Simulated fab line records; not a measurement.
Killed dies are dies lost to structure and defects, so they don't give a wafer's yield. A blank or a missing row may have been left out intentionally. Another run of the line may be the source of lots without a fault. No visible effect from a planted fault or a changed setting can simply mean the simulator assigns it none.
Struck lot and sound lot, side by side / flow n5-finfet / 16 steps out of a route of 1938
Sound: the wafers L598.2, L598.3, L598.4. Wafers L594.2, L594.5, L594.6 were the ones struck. The cause is given at the end.
Order at every step that has rows: each side's tool, ch and its chambers, its first start. Under that, the readings that differ: sound wafers / struck wafers / difference of the means / sigmas: that difference in standard deviations of wafers without a fault.
alike: a reading whose means differ by less than 2 such deviations, as well as words and numbers matching on both sides. not compared: withheld readings; readings where some wafer has no value; bounds like >300 that might hide an equal value; numbers whose values overlap and for which the record gives no deviation.
The two part at a step that has a row with sigmas, a row that says differs or no value, or rows on one side only. Numbers that have no deviation but don't overlap get no sigmas and don't part them. Lack of a reading on every wafer of one side parts them only where that side has two or more wafers.

first, 1 step without rows for these wafers: N5_BEOL_M1_SRD_43 (time 30 s).
N5_BEOL_M1_CD_MEAS_35: target cd 18 nm, target cd y 21 nm.
  struck on cd-sem-03, day 9 09:58; sound on cd-sem-02, day 10 10:11
  alike: cd-nm
N5_BEOL_M1_DEGAS_44: time 60 s.
  struck on pvd-sputter-03, day 9 10:04; sound on pvd-sputter-01, day 10 10:28
  alike: heater-power-w
N5_BEOL_M1_PRE_CLEAN_45: time 30 s.
  struck on pvd-sputter-03, day 9 10:06; sound on pvd-sputter-01, day 10 10:30
  alike: heater-power-w
then, 1 step without rows for these wafers: N5_BEOL_M1_ALD_84 (deposits TaN, pulse time 2 s, purge time 3 s, co reactant purge time 2 s).
N5_BEOL_M1_SURFACE_TREAT_85:
  struck on pvd-sputter-03, day 9 10:30; sound on pvd-sputter-01, day 10 10:52
  not compared: throttle-valve-pct
then, 4 steps without rows for these wafers: N5_BEOL_M1_CVD_47 (deposits Co from CCTBA/H2, target thk 3 nm, time 223.8 s); N5_BEOL_M1_SPUTTER_48 (material Cu, target thk 4.5 nm, time 8.29 s); N5_BEOL_M1_ANNEAL_49 (time 240 s); N5_BEOL_M1_SPUTTER_79 (material Cu, target thk 4.5 nm, time 8.29 s).
N5_BEOL_M1_ANNEAL_80: time 240 s.
  struck on pvd-sputter-02, day 9 11:02; sound on pvd-sputter-03, day 10 11:35
  alike: heater-power-w, susceptor-temp-C
N5_BEOL_M1_SPUTTER_81: material Cu, target thk 4.5 nm, time 8.29 s.
  struck on pvd-sputter-02, day 9 11:11; sound on pvd-sputter-03, day 10 11:44
  alike: chamber-pressure-pa, throttle-valve-pct
N5_BEOL_M1_ANNEAL_82: time 240 s.
  struck on pvd-sputter-02, day 9 11:16; sound on pvd-sputter-03, day 10 11:49
  no value came back on the struck wafers for heater-power-w (W), susceptor-temp-C (C); on the sound wafers heater-power-w (W) reads 788 878 858
then, 1 step without rows for these wafers: N5_BEOL_M1_SPUTTER_86 (material Cu, target thk 4.5 nm, time 8.29 s).
N5_BEOL_M4_RC_MEAS_101:
  sound on prober-02 ch 0, day 12 05:26; struck on prober-02 ch 0, day 11 00:51
  alike: DIBL_N, DIBL_P, IOFF_N, IOFF_P, ION_N, ION_P, SS_N, SS_P, VT_N, VT_P
then, 1 step without rows for these wafers: N5_PASSIVATION_PROBE_49.

WHERE THEY PART
N5_BEOL_M1_ANNEAL_82 only, going by this record. Later steps at which nothing parts them and some readings are alike: N5_BEOL_M4_RC_MEAS_101.

WHY: whatever the simulator had introduced
Entire step skipped (pvd-sputter-02, N5_BEOL_M1_ANNEAL_82), from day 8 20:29 onward. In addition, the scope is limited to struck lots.
